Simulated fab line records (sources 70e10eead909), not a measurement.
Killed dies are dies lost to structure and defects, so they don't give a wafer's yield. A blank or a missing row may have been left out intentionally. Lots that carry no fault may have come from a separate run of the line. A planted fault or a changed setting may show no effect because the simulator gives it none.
Chamber matching / flow nandHarc / NHARC_A_STAIRCASE_DEP_417 on pecvd-04: 3 sister chambers
The step deposits Si3N4, target thk 60 nm. 6 wafers are shown with their chamber, then 7 later ones without.

WAFERS, EACH WITH ITS CHAMBER
wafer=L080.6; chamber=0; heaterPowerW (W)=590
wafer=L083.1; chamber=2; heaterPowerW (W)=648
wafer=L083.3; chamber=1; heaterPowerW (W)=724
wafer=L083.5; chamber=1; heaterPowerW (W)=713
wafer=L087.4; chamber=2; heaterPowerW (W)=669
wafer=L087.5; chamber=0; heaterPowerW (W)=579

WAFERS MISSING THEIR CHAMBER
wafer=L087.6; heaterPowerW (W)=639
wafer=L088.3; heaterPowerW (W)=633
wafer=L088.4; heaterPowerW (W)=653
wafer=L088.6; heaterPowerW (W)=672
wafer=L092.1; heaterPowerW (W)=650
wafer=L092.3; heaterPowerW (W)=635
wafer=L092.4; heaterPowerW (W)=636

WHICH CHAMBER EACH ONE RAN IN
wafer=L087.6; from the rows above=2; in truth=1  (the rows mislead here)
wafer=L088.3; from the rows above=2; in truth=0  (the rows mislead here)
wafer=L088.4; from the rows above=2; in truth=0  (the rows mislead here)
wafer=L088.6; from the rows above=2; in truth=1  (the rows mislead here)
wafer=L092.1; from the rows above=2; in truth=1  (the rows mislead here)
wafer=L092.3; from the rows above=2; in truth=2
wafer=L092.4; from the rows above=2; in truth=2
Correctly placed: 2 of 7. From these rows, 0 cannot be placed. Wrongly placed: 5.
How it was worked out, from the rows above alone: a wafer's distance from a chamber is the root of the sum, over the readings, of the square of ((its reading less the chamber's mean) divided by the reading's scatter). The wafer belongs to the nearest chamber; if the next one is less than 2 further off, it can't be placed. A chamber's mean is the mean of its shown wafers. How the scatter is found: for the shown wafers, subtract from each reading the mean of its chamber, square and add these, divide the total by (wafers less chambers), then take the root.
